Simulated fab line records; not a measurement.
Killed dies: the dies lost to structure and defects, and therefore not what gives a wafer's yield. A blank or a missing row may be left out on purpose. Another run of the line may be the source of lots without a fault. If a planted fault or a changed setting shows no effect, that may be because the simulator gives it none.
fab line records ; flow n5-finfet
record lots=7; wafers=21
route steps=1938 shown PASS1_CAP@1873 TV_LITHO@1875 TV_OPEN@1887 PASSIVATION@1915
start-h: hours from the record's first day to the start of the lot's first wafer shown ; wait-h: time in hours since the lot's previous step ; " the same as in the row above ; L1.1+2: a row that stands for several wafers ; - either no value or no given start ; * or withheld: withheld ; < > ~ a bound
route shown NAME@n: a module of which the file shows steps, and the number in the route of the first ; usual: mean/standard deviation taken from wafers without a fault ; same: alike in all rows ; chamber/n: place in a boat ; sites: per-site readings ; _std_site: their standard deviation ; _edge_site: the outer-site mean with the inner-site mean subtracted ; radius-mm: how far each site lies from the wafer's centre ; mask NAME#n: copy n ; behind: tool/chamber where the wafer was last shaped ; hold: cause of the lot's hold/its duration in hours/its outcome ; device: names the non-switching transistor (n, p or np) ; end of line: the same wafers' tests at the end of the route ; a step without rows: its recipe alone ; killed: the dies lost at the first sort to structure and to defects; this is not the yield of the wafer ; map: shows each die of a wafer: x if killed, . if not, _ if none is there
set.NAME: the setting as run; set.NAME@STEP: as run at that earlier step ; model.NAME: the simulator's own value behind a step, which no gauge read
lots with deliberately changed settings; one table per step, one row per wafer
## steps
# step N5_PASSIVATION_PECVD_55
# recipe material=SiO2; target-thk-a=4000; temp-c=400; precursor=SiH4/N2O; pressure-torr=2.7; rf-w=608; time-s=22.5
lot.wafer;tool;chamber;start-h;wait-h;set.time-s;model.SiO2_of_PASSIVATION_PECVD_55.thk-nm
L074.3;pecvd-04;1;256.01;0.0;22.5;392.6
L074.4;pecvd-04;1;256.01;0.0;22.5;401
L074.6;pecvd-04;2;256.01;0.0;21.35;379.4
L082.3;pecvd-03;0;306.14;0.0;24.92;432
L082.4;pecvd-03;1;306.14;0.0;24.92;437.6
L082.5;pecvd-03;0;306.14;0.0;22.5;398
L084.2;pecvd-03;1;320.73;0.0;22.5;385
L084.5;pecvd-03;1;320.73;0.0;22.5;392
L084.6;pecvd-03;0;320.73;0.0;22.5;396.8
L087.2;pecvd-03;0;337.98;0.0;22.5;384.4
L087.3;pecvd-03;2;337.98;0.0;19.91;347.4
L087.4;pecvd-03;0;337.98;0.0;19.91;342.6
L089.3;pecvd-01;0;348.46;0.0;25.17;451.6
L089.4;pecvd-01;1;348.46;0.0;25.17;449.8
L089.6;pecvd-01;2;348.46;0.0;22.5;400
L096.1;pecvd-04;2;397.25;0.0;22.5;388.2
L096.2;pecvd-04;0;397.25;0.0;21.65;383.8
L096.6;pecvd-04;0;397.25;0.0;22.5;404.4
L097.4;pecvd-01;0;398.49;0.0;25.3;458.4
L097.5;pecvd-01;0;398.49;0.0;22.5;405.4
L097.6;pecvd-01;2;398.49;0.0;22.5;399.8
# step N5_PASSIVATION_PECVD_01
# recipe material=SiNx; target-thk-a=2000; temp-c=400; precursor=SiH4/NH3/N2; pressure-torr=4.9; rf-w=1406; time-s=43.2
# step N5_PASSIVATION_HMDS_03
# recipe time-s=60; temp-c=120
# step N5_PASSIVATION_DESCUM_12
# recipe chemistry=O2; time-s=7.9; source-power-w=50; bias-power-w=20; pressure-mtorr=20; rf-frequency-hz=2.712e+07; temp-c=40; o2-flow-sccm=225
# step N5_PASSIVATION_PASS_ETCH_74
# recipe chemistry=CF4/O2; target=SiNx; target-depth-a=2200; time-s=110; ion-energy-ev=100; pressure-mtorr=40; source-w=535; bias-w=49; Ar_flow_sccm=100; cf4-flow-sccm=100; O2_flow_sccm=10
# step N5_PASSIVATION_VIA_ETCH_13
# recipe chemistry=CHF3/O2; target=SiO2; target-depth-a=6600; CHF3_flow_sccm=50; O2_flow_sccm=5; Ar_flow_sccm=200; time-s=330; mask-material=PR; pressure-mtorr=30; source-w=650; bias-w=170; ion-energy-ev=200; ends=cleared
# usual etch-rf-on-time-s=235/5.6
lot.wafer;tool;chamber;start-h;wait-h;set.time-s@PASSIVATION_PECVD_55;etch-rf-on-time-s
L074.3;rie-diel-04;2;257.76;0.0;22.5;227
L074.4;rie-diel-04;1;257.76;0.0;22.5;234
L074.6;rie-diel-04;0;257.76;0.0;21.35;227
L082.3;rie-diel-05;3;307.42;0.0;24.92;269
L082.4;rie-diel-05;2;307.42;0.0;24.92;259
L082.5;rie-diel-05;3;307.42;0.0;22.5;245
L084.2;rie-diel-01;3;323.10;0.0;22.5;228
L084.5;rie-diel-01;3;323.10;0.0;22.5;230
L084.6;rie-diel-01;2;323.10;0.0;22.5;229
L087.2;rie-diel-01;0;339.55;0.0;22.5;233
L087.3;rie-diel-01;2;339.55;0.0;19.91;201
L087.4;rie-diel-01;1;339.55;0.0;19.91;207
L089.3;rie-diel-04;2;351.84;0.0;25.17;261
L089.4;rie-diel-04;3;351.84;0.0;25.17;257
L089.6;rie-diel-04;2;351.84;0.0;22.5;231
L096.1;rie-diel-01;0;399.44;0.0;22.5;233
L096.2;rie-diel-01;3;399.44;0.0;21.65;229
L096.6;rie-diel-01;1;399.44;0.0;22.5;244
L097.4;rie-diel-01;2;399.92;0.0;25.3;266
L097.5;rie-diel-01;0;399.92;0.0;22.5;241
L097.6;rie-diel-01;3;399.92;0.0;22.5;237
# step N5_PASSIVATION_PECVD_53
# recipe material=SiO2; target-thk-a=8000; temp-c=400; precursor=TEOS/O2; pressure-torr=6.5; rf-w=withheld; teos-flow-sccm=withheld; gas=O2; flow-sccm=2650; time-s=169.4
lot.wafer;tool;chamber;start-h;wait-h;set.temp-c;model.SiO2_of_PASSIVATION_PECVD_53.thk-nm
L074.3;pecvd-02;0;260.65;0.0;384.2;881.6
L074.4;pecvd-02;0;260.65;0.0;400;824.2
L074.6;pecvd-02;2;260.65;0.0;384.2;889.6
L082.3;pecvd-01;1;310.43;0.0;400;794.4
L082.4;pecvd-01;1;310.43;0.0;400;789.2
L082.5;pecvd-01;0;310.43;0.0;400;802.4
L084.2;pecvd-03;1;326.15;0.0;400;774.4
L084.5;pecvd-03;2;326.15;0.0;400;796.8
L084.6;pecvd-03;1;326.15;0.0;400;783.2
L087.2;pecvd-03;1;342.34;0.0;400;781.8
L087.3;pecvd-03;2;342.34;0.0;400;793
L087.4;pecvd-03;1;342.34;0.0;400;804.8
L089.3;pecvd-02;1;354.28;0.0;400;796.4
L089.4;pecvd-02;0;354.28;0.0;400;820.8
L089.6;pecvd-02;2;354.28;0.0;400;803.2
L096.1;pecvd-02;1;402.13;0.0;405.1;771
L096.2;pecvd-02;2;402.13;0.0;405.1;777
L096.6;pecvd-02;2;402.13;0.0;400;822.2
L097.4;pecvd-03;1;402.97;0.1;400;805.2
L097.5;pecvd-03;0;402.97;0.1;416.5;725.8
L097.6;pecvd-03;2;402.97;0.1;416.5;713.4
# step N5_PASSIVATION_EXPOSE_41
# recipe mask-id=PASS_OPEN; na=0.55; defocus-nm=0; source-shape=conventional; sigma-outer=0.8; polarization=unpolarized; target-cd-nm=40000; dose-mj=57.25
lot.wafer;tool;chamber;start-h;wait-h;mask;set.dose-mj
L074.3;krf-scanner-02;0;261.15;-;PASS_OPEN#0;57.25
L074.4+6;krf-scanner-02;0;261.15;-;PASS_OPEN#0;56.13
L082.3+4+5;krf-scanner-01;0;310.81;-;PASS_OPEN#0;57.25
L084.2+5+6;krf-scanner-01;0;326.64;-;PASS_OPEN#0;57.25
L087.2+3+4;krf-scanner-01;0;342.71;-;PASS_OPEN#0;57.25
L089.3+6;krf-scanner-01;0;354.78;-;PASS_OPEN#0;61.45
L089.4;krf-scanner-01;0;354.78;-;PASS_OPEN#0;57.25
L096.1+2;krf-scanner-01;0;402.50;-;PASS_OPEN#0;57.25
L096.6;krf-scanner-01;0;402.50;-;PASS_OPEN#0;60.71
L097.4+6;krf-scanner-02;0;403.42;-;PASS_OPEN#0;59.01
L097.5;krf-scanner-02;0;403.42;-;PASS_OPEN#0;57.25
# step N5_PASSIVATION_PEB_42
# recipe peb-temp-c=withheld; peb-time-s=*
# step N5_PASSIVATION_DEVELOP_43
# recipe develop-time-s=60; rinse-liquid=diw; dry=air-spin; dev-temp-c=21
# step N5_PASSIVATION_HARDBAKE_45
# recipe temp-c=130; time-s=120
# step N5_PASSIVATION_CD_MEAS_44
# recipe target-cd-nm=40000; landing-energy-ev=500; detector=se-inlens
# usual cd-nm=39999/6.4
lot.wafer;tool;chamber;start-h;wait-h;set.dose-mj@PASSIVATION_EXPOSE_41;cd-nm
L074.3;cd-sem-01;0;261.32;-;57.25;39999
L074.4;cd-sem-01;0;261.32;-;56.13;39982
L074.6;cd-sem-01;0;261.32;-;56.13;39985
L082.3;cd-sem-03;0;310.98;-;57.25;40014
L082.4;cd-sem-03;0;310.98;-;57.25;40007
L082.5;cd-sem-03;0;310.98;-;57.25;40007
L084.2;cd-sem-02;0;326.82;-;57.25;39996
L084.5;cd-sem-02;0;326.82;-;57.25;40000
L084.6;cd-sem-02;0;326.82;-;57.25;39997
L087.2;cd-sem-03;0;342.89;-;57.25;40012
L087.3;cd-sem-03;0;342.89;-;57.25;40007
L087.4;cd-sem-03;0;342.89;-;57.25;40008
L089.3;cd-sem-02;0;354.95;-;61.45;40012
L089.4;cd-sem-02;0;354.95;-;57.25;39993
L089.6;cd-sem-02;0;354.95;-;61.45;40028
L096.1;cd-sem-02;0;402.68;-;57.25;40000
L096.2;cd-sem-02;0;402.68;-;57.25;39997
L096.6;cd-sem-02;0;402.68;-;60.71;40018
L097.4;cd-sem-03;0;403.59;-;59.01;40011
L097.5;cd-sem-03;0;403.59;-;57.25;40001
L097.6;cd-sem-03;0;403.59;-;59.01;40012
## key
split step=N5_PASSIVATION_PECVD_55; setting=time-s; stated=22.5; by=wafer
response step=N5_PASSIVATION_PECVD_55; reading=model.SiO2_of_PASSIVATION_PECVD_55.thk-nm; change=+3.9; per=1%; r=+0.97
response step=N5_PASSIVATION_VIA_ETCH_13; reading=etch-rf-on-time-s; change=*; per=1%; r=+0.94
split step=N5_PASSIVATION_PECVD_53; setting=temp-c; stated=400; by=wafer
response step=N5_PASSIVATION_PECVD_53; reading=model.SiO2_of_PASSIVATION_PECVD_53.thk-nm; change=-19.2; per=1%; r=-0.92
split step=N5_PASSIVATION_EXPOSE_41; setting=dose-mj; stated=57.25; by=wafer
response step=N5_PASSIVATION_CD_MEAS_44; reading=cd-nm; change=+3.63; per=1%; r=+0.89
